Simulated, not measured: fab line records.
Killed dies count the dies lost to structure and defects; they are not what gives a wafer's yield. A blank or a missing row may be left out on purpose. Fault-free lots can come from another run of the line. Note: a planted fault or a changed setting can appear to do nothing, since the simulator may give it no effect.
fab line records	flow n5-finfet
record: lots: 6	wafers: 18	last-day: 18
route steps=1938 shown STI_FIN_REVEAL@184 PASSIVATION@1936
lots that met no fault: from a run of the same line without faults
start-h: the number of hours between the record's first day and the start of the first shown wafer of the lot	wait-h: how many hours have passed since the lot's step before this one	" as in the row above	L1.1+2: one row covering several wafers at once	- either no value or no given start	* or withheld: withheld	< > ~ a bound
route shown NAME@n: NAME is a module with steps in the file, n the number in the route of the first one	usual: mean/standard deviation taken from wafers without a fault	same: alike in all rows	chamber/n: place in a boat	sites: each site's reading	_std_site: standard deviation across them	_edge_site: inner sites' mean taken away from outer sites' mean	radius-mm: how far each site lies from the wafer's centre	mask NAME#n: copy n	behind: tool/chamber where the wafer was last shaped	hold: why the lot went on hold/how many hours it stayed there/how the hold came to an end	device: transistor that didn't switch, given as n, p or np	end of line: the route-end tests of the same wafers	a step with no rows: only its recipe	killed: dies lost to structure and defects at the first sort, not the wafer's yield	map: shows each die of a wafer: x if killed, . if not, _ if none is there
set.NAME: the run value of the setting; set.NAME@STEP: its run value at that earlier step	model.NAME: the simulator's own value behind a step, which no gauge read
lots at some steps of the route; a table a step, a row a wafer
services: from which hour (start-h, from the record's first day; less than 0 if before it) a tool's chamber was out of use, for how many hours, and why
== steps ==
step: N5_STI_FIN_REVEAL_ALD_14
recipe: material: Si3N4	target-thk-a: 30	temp-c: 400	ald-precursor-family: SiH2I2	ald-co-reactant: N2/H2-plasma	pressure-torr: 2
step: N5_STI_FIN_REVEAL_FCVD_FILL_01
recipe: material: SiO2_flowable	target-thk-a: 3120	temp-c: 100	pressure-torr: 0.8	rf-w: 2000	time-s: 512.2
step: N5_STI_FIN_REVEAL_DENSIFY_02
recipe: temp-c: 650	ambient: steam	time-s: 1800	idle-temp-c: 400	densification-p-h2o-torr: 640
step: N5_STI_FIN_REVEAL_CMP_04
recipe: stop-on: Si3N4	t-overpolish-s: 4	down-force-psi: 2	platen-rpm: 54.18	post-cmp-clean: alkaline-brush	pad-velocity-m-s: 1.078	target-thk-nm: 131.83
usual: motor-current-A: 8.1/1.1	overpolish-run-s: 4.001/0.0095	time-to-endpoint-s: 106/5.9
same: t-overpolish-s: 4
lot.wafer	tool	chamber	start-h	wait-h	motor-current-A	overpolish-run-s	time-to-endpoint-s
L155.4	cmp-03	1	70.56	0.1	8.0	4.013	99
L155.3	"	2	"	"	8.4	3.998	101
L155.5	"	0	"	"	10.5	4.003	102
L159.3	cmp-02	3	95.82	0.1	8.0	3.991	115
L159.2	"	1	"	"	7.1	4.001	115
L159.5	"	3	"	"	8.3	3.997	115
L162.3	cmp-04	3	113.44	0.0	9.5	3.997	103
L162.4	"	1	"	"	8.0	3.988	102
L162.5	"	3	"	"	8.5	3.993	102
L163.4	cmp-04	3	120.55	0.0	8.9	4.004	105
L163.1	"	1	"	"	8.2	3.990	100
L163.3	"	2	"	"	7.6	3.994	102
L165.1	cmp-04	2	130.49	0.1	7.9	4.012	103
L165.6	"	0	"	"	6.2	3.996	104
L165.5	"	1	"	"	8.0	3.992	103
L168.3	cmp-03	1	148.50	0.1	7.8	3.995	106
L168.6	"	0	"	"	10.8	4.001	110
L168.5	"	1	"	"	7.9	3.991	109
step: N5_STI_FIN_REVEAL_THK_MEAS_05
usual: thk-nm: 131.9/1.1
lot.wafer	tool	chamber	start-h	wait-h	thk-nm
L155.3	film-metro-01	-	70.82	-	132.2
L155.4	"	-	"	"	130.6
L155.5	"	-	"	"	131.1
L159.2	film-metro-01	-	96.08	-	133.2
L159.3	"	-	"	"	134.4
L159.5	"	-	"	"	133.2
L162.3	film-metro-01	-	113.74	-	131.3
L162.4	"	-	"	"	131.3
L162.5	"	-	"	"	132.6
L163.1	film-metro-02	-	120.86	0.2	131.6
L163.3	"	-	"	"	131.8
L163.4	"	-	"	"	133.4
L165.1	film-metro-01	-	130.71	-	132.1
L165.5	"	-	"	"	132.5
L165.6	"	-	"	"	132.7
L168.3	film-metro-02	-	148.76	-	131.2
L168.5	"	-	"	"	131.6
L168.6	"	-	"	"	131.9
step: N5_STI_FIN_REVEAL_DENSIFY_30
recipe: temp-c: *	time-s: *	ambient: N2	idle-temp-c: 600	ramp-up-c-per-s: 150	ramp-down-c-per-s: 60	cool-to-c: 600
usual: lamp-power-pct: 11.53/0.055	lamp_zone_1_pct: 11.530/0.019	lamp_zone_5_pct: 11.535/0.02	wafer_temp_C_max: *
lot.wafer	tool	chamber	start-h	wait-h	lamp-power-pct	lamp_zone_1_pct	lamp_zone_5_pct	wafer_temp_C_max
L155.3	rtp-anneal-02	0	70.90	0.1	11.46	11.509	11.503	*
L155.4	"	0	"	"	11.44	11.560	11.536	*
L155.5	"	0	"	"	11.57	11.519	11.511	*
L159.2	rtp-anneal-02	0	96.17	0.1	11.56	11.520	11.543	*
L159.3	"	0	"	"	11.58	11.547	11.541	*
L159.5	"	0	"	"	11.52	11.521	11.566	*
L162.3	rtp-anneal-01	0	113.87	0.1	11.57	11.567	11.520	*
L162.4	"	0	"	"	11.52	11.581	11.525	*
L162.5	"	0	"	"	11.52	11.493	11.528	*
L163.1	rtp-anneal-01	0	120.90	0.0	11.57	11.519	11.512	*
L163.3	"	0	"	"	11.60	11.520	11.535	*
L163.4	"	0	"	"	11.54	11.548	11.511	*
L165.1	rtp-anneal-01	0	130.73	0.0	11.44	11.562	11.527	*
L165.5	"	0	"	"	11.47	11.545	11.521	*
L165.6	"	0	"	"	11.43	11.522	11.551	*
L168.3	rtp-anneal-01	0	148.85	0.1	11.54	11.570	11.515	*
L168.5	"	0	"	"	11.49	11.513	11.498	*
L168.6	"	0	"	"	11.63	11.521	11.512	*
step: N5_STI_FIN_REVEAL_ETCHBACK_08
recipe: chemistry: C4F6/O2	target: SiO2	target-depth-a: 305	time-s: 10.167	ion-energy-ev: 250	pressure-mtorr: 30	source-w: 345	bias-w: 185	Ar_flow_sccm: 300	C4F6_flow_sccm: 10	O2_flow_sccm: 10
step: N5_STI_FIN_REVEAL_STRIP_24
recipe: chemistry: N2/H2	time-s: 90	power-w: 100	temp-c: 40	pressure-mtorr: 100	rf-frequency-hz: 6e+07	bias-power-w: 3	n2-flow-sccm: 300	h2-flow-sccm: 300
usual: drypump-motor-current-A: 5.68/0.26	oes-product-au: 0.81/0.11	rf-vpp-V: 45.5/0.92	showerhead-plenum-p-Torr: 3.43/0.12	temp-c: 39.99/0.12	throttle-valve-pct: 12.15/0.29
lot.wafer	tool	chamber	start-h	wait-h	drypump-motor-current-A	oes-product-au	rf-hours-counter-h	rf-vpp-V	showerhead-plenum-p-Torr	temp-c	throttle-valve-pct
L155.3	rie-diel-06	3	71.15	0.0	5.28	0.71	216	46.1	3.47	39.96	12.22
L155.4	"	0	"	"	5.61	0.92	15	46.0	3.60	40.03	12.06
L155.5	"	1	"	"	5.63	0.87	-	45.2	3.31	40.07	11.99
L159.2	rie-diel-06	3	96.39	0.0	5.28	0.70	224	45.8	3.47	40.12	12.25
L159.3	"	1	"	"	5.63	0.87	47	45.8	3.31	39.84	11.99
L159.5	"	1	"	"	5.61	0.87	-	43.5	3.31	39.89	12.00
L162.3	rie-diel-06	3	114.09	0.0	5.29	0.69	230	46.5	3.46	39.88	12.26
L162.4	"	0	"	"	5.55	0.88	30	45.2	3.60	39.88	12.08
L162.5	"	3	"	"	5.29	0.70	-	45.3	3.46	39.87	12.25
L163.1	rie-diel-04	1	121.29	0.0	6.02	0.66	245	45.8	3.46	39.95	12.56
L163.3	"	2	"	"	5.45	0.69	198	45.3	3.23	40.12	12.68
L163.4	"	3	"	"	6.04	0.92	-	46.1	3.60	40.05	12.01
L165.1	rie-diel-04	3	131.17	0.0	6.01	0.91	26	44.8	3.60	39.97	12.01
L165.5	"	2	"	"	5.48	0.69	-	44.9	3.23	40.03	12.67
L165.6	"	3	"	"	6.03	0.91	-	44.5	3.60	39.91	12.02
L168.3	rie-diel-04	0	149.04	0.0	5.46	0.67	220	44.4	3.34	39.95	12.32
L168.5	"	0	"	"	5.44	0.67	-	42.1	3.34	40.03	12.30
L168.6	"	3	"	"	6.05	0.90	-	46.6	3.59	39.97	12.04
step: N5_STI_FIN_REVEAL_PRECLEAN_25
recipe: chemistry: SPM	time-s: 90	temp-c: 120	mix: 4:1
step: N5_STI_FIN_REVEAL_PRECLEAN_26
recipe: chemistry: SC1	time-s: 45	temp-c: 46	mix: 1:2:100
step: N5_STI_FIN_REVEAL_PRECLEAN_29
recipe: chemistry: DHF	time-s: 30	temp-c: 25	dilution: 300:1
step: N5_STI_FIN_REVEAL_SRD_12
recipe: time-s: 30	temp-c: 23	rinse-liquid: diw	dry: ipa-marangoni
step: N5_STI_FIN_REVEAL_RECESS_09
recipe: chemistry: HF/NH3	target: SiO2	afs-cycles: 11	target-depth-a: 425	temp-c: 30	sublimation-temp-c: 180	sublimation-time-s: 60
usual: drypump-motor-current-A: 5.4/0.32	temp-c: 30.00/0.11
lot.wafer	tool	chamber	start-h	wait-h	drypump-motor-current-A	temp-c
L155.3	vapor-etch-01	1	71.89	0.6	5.1	29.89
L155.4	"	0	"	"	5.7	29.91
L155.5	"	1	"	"	5.1	29.80
L159.2	vapor-etch-02	1	96.61	0.0	5.7	29.96
L159.3	"	0	"	"	5.0	30.04
L159.5	"	1	"	"	5.7	30.11
L162.3	vapor-etch-02	0	114.83	0.6	5.1	29.94
L162.4	"	1	"	"	5.7	29.85
L162.5	"	1	"	"	5.7	29.87
L163.1	vapor-etch-01	1	121.51	0.0	5.1	30.00
L163.3	"	0	"	"	5.7	30.03
L163.4	"	1	"	"	5.1	29.97
L165.1	vapor-etch-02	0	131.38	0.0	5.0	29.93
L165.5	"	0	132.44	1.1	5.0	29.94
L165.6	"	1	"	"	5.7	29.93
L168.3	vapor-etch-01	1	149.78	0.6	5.1	29.99
L168.5	"	0	"	"	5.7	29.97
L168.6	"	1	"	"	5.1	29.97
step: N5_STI_FIN_REVEAL_STRIP_16
recipe: chemistry: H3PO4	material: SiNx	temp-c: 165	target-depth-a: 238	overetch-fraction: 0.4964	dry: ipa-marangoni
step: N5_STI_FIN_REVEAL_PRECLEAN_17
recipe: chemistry: NF3:NH3	afs-cycles: 1	temp-c: 30	time-s: 20	sublimation-temp-c: 180	sublimation-time-s: 60	pressure-torr: 3	rf-power-w: 30
step: N5_STI_FIN_REVEAL_ETCH_34
recipe: chemistry: H2	mode: isotropic	material: Si	target: Si	target-depth-a: 9.7	temp-c: 20	pressure-mtorr: 4.5	icp-w: 300	bias-w: 0	h2-flow-sccm: 7.5	he-flow-sccm: 142.5
step: N5_STI_FIN_REVEAL_OXIDATION_31
recipe: chemistry: O2_PLASMA_REMOTE	temp-c: 150	time-s: 20	pressure-mtorr: 1000	source-power-w: 2000	o2-flow-sccm: 3000
usual: drypump-motor-current-A: 5.43/0.12	heater-power-w: 144/4.3	temp-c: 149.98/0.14
lot.wafer	tool	chamber	start-h	wait-h	drypump-motor-current-A	heater-power-w	rf-hours-counter-h	temp-c
L155.3	plasma-asher-02	1	73.53	0.1	5.38	147	-	149.99
L155.4	"	0	"	"	5.49	149	-	150.05
L155.5	"	1	"	"	5.39	145	-	149.99
L159.2	plasma-asher-02	1	98.77	0.0	5.38	146	86	150.02
L159.3	"	1	"	"	5.38	144	-	149.93
L159.5	"	0	"	"	5.45	148	-	149.84
L162.3	plasma-asher-01	0	116.47	0.1	5.59	144	-	150.06
L162.4	"	1	"	"	5.28	136	-	150.21
L162.5	"	1	"	"	5.28	136	-	150.03
L163.1	plasma-asher-01	0	123.68	0.0	5.59	144	45	150.06
L163.3	"	0	"	"	5.61	147	-	150.29
L163.4	"	1	"	"	5.29	139	-	149.77
L165.1	plasma-asher-02	0	133.53	0.0	5.47	147	94	149.82
L165.5	"	0	"	"	5.42	149	-	149.91
L165.6	"	1	"	"	5.40	147	-	149.62
L168.3	plasma-asher-01	0	151.42	0.1	5.57	142	-	149.88
L168.5	"	0	"	"	5.58	148	-	149.80
L168.6	"	1	"	"	5.27	134	-	149.76
step: N5_STI_FIN_REVEAL_PRECLEAN_32
recipe: chemistry: NF3:NH3	afs-cycles: 1	temp-c: 30	time-s: 20	sublimation-temp-c: 180	sublimation-time-s: 60	pressure-torr: 3	rf-power-w: 30
step: N5_STI_FIN_REVEAL_STRIP_35
recipe: chemistry: H3PO4	material: Si3N4	temp-c: 165	target-depth-a: 40	time-s: 39
step: N5_STI_FIN_REVEAL_SRD_21
recipe: dry: ipa-marangoni	time-s: 30	temp-c: 23	rinse-liquid: diw
step: N5_STI_FIN_REVEAL_OXIDATION_33
recipe: chemistry: O2_PLASMA_REMOTE	temp-c: 150	time-s: 20	pressure-mtorr: 1000	source-power-w: 2000	o2-flow-sccm: 3000
usual: drypump-motor-current-A: 5.42/0.11	heater-power-w: 144/4.2	temp-c: 150.00/0.13
lot.wafer	tool	chamber	start-h	wait-h	drypump-motor-current-A	heater-power-w	rf-hours-counter-h	temp-c
L155.3	plasma-asher-02	0	73.89	0.0	5.46	149	-	150.00
L155.4	"	1	"	"	5.38	141	-	150.25
L155.5	"	1	"	"	5.39	147	-	149.92
L159.2	plasma-asher-01	0	99.12	0.0	5.60	149	41	150.00
L159.3	"	1	"	"	5.28	138	-	150.00
L159.5	"	1	"	"	5.27	137	-	150.09
L162.3	plasma-asher-01	1	116.83	0.0	5.29	136	-	150.10
L162.4	"	0	"	"	5.58	150	-	149.89
L162.5	"	1	"	"	5.27	137	-	150.33
L163.1	plasma-asher-02	1	124.03	0.0	5.38	148	92	149.65
L163.3	"	1	"	"	5.40	146	-	149.97
L163.4	"	0	"	"	5.42	146	-	150.08
L165.1	plasma-asher-02	0	133.89	0.0	5.43	146	95	150.08
L165.5	"	1	"	"	5.40	147	-	150.09
L165.6	"	0	"	"	5.42	149	-	150.11
L168.3	plasma-asher-01	1	151.78	0.0	5.26	137	-	149.97
L168.5	"	0	"	"	5.59	145	-	149.90
L168.6	"	1	"	"	5.28	138	-	150.05
step: N5_STI_FIN_REVEAL_CLEAN_19
recipe: chemistry: O3/DIW	temp-c: 25	time-s: 120	o3-ppm: 10
step: N5_STI_FIN_REVEAL_SRD_23
recipe: dry: ipa-marangoni	time-s: 30	temp-c: 23	rinse-liquid: diw
step: N5_STI_FIN_REVEAL_CD_MEAS_22
recipe: target-cd-nm: 6.238	pitch-nm: 28	polarity: line
usual: cd-nm: 6.23/0.24
lot.wafer	tool	chamber	start-h	wait-h	cd-nm
L155.3	cd-sem-01	-	74.03	0.0	5.98
L155.4	"	-	"	"	6.03
L155.5	"	-	"	"	6.12
L159.2	cd-sem-02	-	99.28	0.0	6.03
L159.3	"	-	"	"	6.32
L159.5	"	-	"	"	5.92
L162.3	cd-sem-02	-	116.98	0.0	5.97
L162.4	"	-	"	"	6.19
L162.5	"	-	"	"	6.36
L163.1	cd-sem-03	-	124.20	0.0	6.12
L163.3	"	-	"	"	6.22
L163.4	"	-	"	"	6.14
L165.1	cd-sem-03	-	134.05	0.0	6.20
L165.5	"	-	"	"	6.60
L165.6	"	-	"	"	6.53
L168.3	cd-sem-01	-	151.92	0.0	6.49
L168.5	"	-	"	"	6.15
L168.6	"	-	"	"	6.18
step: N5_STI_FIN_REVEAL_FIN_H_MEAS_10
usual: trench-depth-nm: 52.0/0.71
lot.wafer	tool	chamber	start-h	wait-h	trench-depth-nm
L155.3	ocd-02	-	74.06	0.0	51.7
L155.4	"	-	"	"	52.6
L155.5	"	-	"	"	52.7
L159.2	ocd-01	-	99.31	0.0	51.8
L159.3	"	-	"	"	51.9
L159.5	"	-	"	"	52.0
L162.3	ocd-01	-	117.01	0.0	52.6
L162.4	"	-	"	"	52.0
L162.5	"	-	"	"	54.9
L163.1	ocd-01	-	124.24	0.0	51.8
L163.3	"	-	"	"	51.8
L163.4	"	-	"	"	53.3
L165.1	ocd-02	-	134.08	0.0	54.5
L165.5	"	-	"	"	53.8
L165.6	"	-	"	"	52.6
L168.3	ocd-02	-	151.95	0.0	50.5
L168.5	"	-	"	"	51.3
L168.6	"	-	"	"	52.8
step: N5_STI_FIN_REVEAL_PRECLEAN_18
recipe: chemistry: SC2	time-s: 45	temp-c: 35	mix: 1:1:50
step: N5_PASSIVATION_PROBE_49
usual: killed_at_M0_to_M3: 36/11	killed_at_M4_up: 14/5.2	killed-at-contacts: 12/6.1	killed-at-front-end: 40/12	killed-at-other: 3.2/2.5	killed-dies: 105/16	killed-open: 68/12	killed-short: 35/8.7
same: gross-dies: 1180	killed-at-back-side: 0
lot.wafer	tool	chamber	start-h	wait-h	killed_at_M0_to_M3	killed_at_M4_up	killed-at-contacts	killed-at-front-end	killed-at-other	killed-dies	killed-open	killed-short
L155.3	prober-02	-	352.82	0.1	32	12	15	33	6	98	66	30
L155.4	prober-02	-	352.87	0.2	39	11	9	53	4	116	84	30
L163.1	prober-01	-	384.40	0.0	41	9	9	55	3	117	79	37
L163.3	prober-01	-	384.50	0.1	28	9	16	44	3	100	73	27
L163.4	prober-01	-	384.55	0.2	42	8	13	41	3	107	65	39
killed by level:class
L155.3 MOL_CONTACT_COAG:geometric-particle:open=12 STI_FIN_REVEAL:geometric-particle:open=9 BEOL_M0_SAQP:geometric-particle:open=6 BEOL_M2:geometric-particle:open=6 STI_FIN_REVEAL:geometric-particle:short=5 BEOL_M0:geometric-particle:open=5 BEOL_M3:geometric-particle:short=5 DUMMY_GATE:geometric-particle:open=4
L155.4 STI_FIN_REVEAL:geometric-particle:open=24 BEOL_M2:geometric-particle:open=10 MOL_CONTACT_COAG:geometric-particle:open=9 FIN_SAQP:geometric-particle:open=8 FIN_SAQP:geometric-particle:short=7 STI_FIN_REVEAL:geometric-particle:short=6 BEOL_M0_SAQP:geometric-particle:short=6 BEOL_M3:geometric-particle:open=5
L163.1 FIN_SAQP:geometric-particle:open=13 FIN_SAQP:geometric-particle:short=13 BEOL_M1:geometric-particle:open=11 MOL_CONTACT_COAG:geometric-particle:open=8 BEOL_M3:geometric-particle:open=8 BEOL_M0_SAQP:geometric-particle:short=7 STI_FIN_REVEAL:geometric-particle:open=6 BEOL_M2:geometric-particle:open=6
L163.3 FIN_SAQP:geometric-particle:open=15 FIN_SAQP:geometric-particle:short=14 MOL_CONTACT_COAG:geometric-particle:open=14 BEOL_M2:geometric-particle:open=10 BEOL_M1:geometric-particle:open=9 STI_FIN_REVEAL:geometric-particle:open=7 ILD0:geometric-particle:short=5 BEOL_M3:geometric-particle:open=4
L163.4 BEOL_M0_SAQP:geometric-particle:open=13 FIN_SAQP:geometric-particle:short=11 BEOL_M0_SAQP:geometric-particle:short=11 BEOL_M2:geometric-particle:open=10 FIN_SAQP:geometric-particle:open=8 MOL_CONTACT_COAG:geometric-particle:open=8 STI_FIN_REVEAL:geometric-particle:open=6 BEOL_M1:geometric-particle:open=4
== services ==
tool	chamber	start-h	hours	kind
rie-diel-04	-	48.49	0.8	repair
cmp-04	-	62.63	4.0	pm
cmp-04	-	66.63	-	consumable-replace:conditioner
cmp-04	-	66.63	-	consumable-replace:pad
plasma-asher-01	-	79.42	4.2	repair
cmp-04	-	79.78	5.6	pm
cmp-03	-	91.35	1.0	repair
cmp-02	-	110.64	4.0	pm
cmp-02	-	114.64	-	consumable-replace:conditioner
cmp-02	-	114.64	-	consumable-replace:pad
rie-diel-04	0	120.85	5.2	repair
plasma-asher-01	-	129.65	14.6	pm
cmp-02	-	132.78	1.0	repair
rie-diel-04	1	135.28	-	clean
rie-diel-04	1	135.28	-	consumable-replace:focus-ring
rie-diel-04	1	135.28	16.8	scheduled-down
rie-diel-04	1	135.28	16.8	vent-cycle
== key ==
first-sign: step: N5_STI_FIN_REVEAL_FIN_H_MEAS_10	reading: trench-depth-nm	direction: up	sigmas: 3.4	usual: 52.0	struck: 54.4
effect none on later readings
met-at N5_STI_FIN_REVEAL_RECESS_09
struck-wafers L162.5,L165.1,L165.5
tester-left-out L162,L165
onset-between 96.61 114.83
fault: kind: process-parameter-drift	tool: vapor-etch-02	chamber: -	onset-h: 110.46	steps: N5_STI_FIN_REVEAL_RECESS_09	channel: target-depth-a	offset: 22.116	shape: step	end-h: 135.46	scope: struck-wafers-only	acts-in: these-recipes-only	stated: 425
tester-left-out: of these lots the tester's yield and bins aren't shown, on N5 and GAA mostly nor the transistor test; their killed dies are dies lost to structure and defects alone, not to doping, threshold or leakage, so they don't give the yield
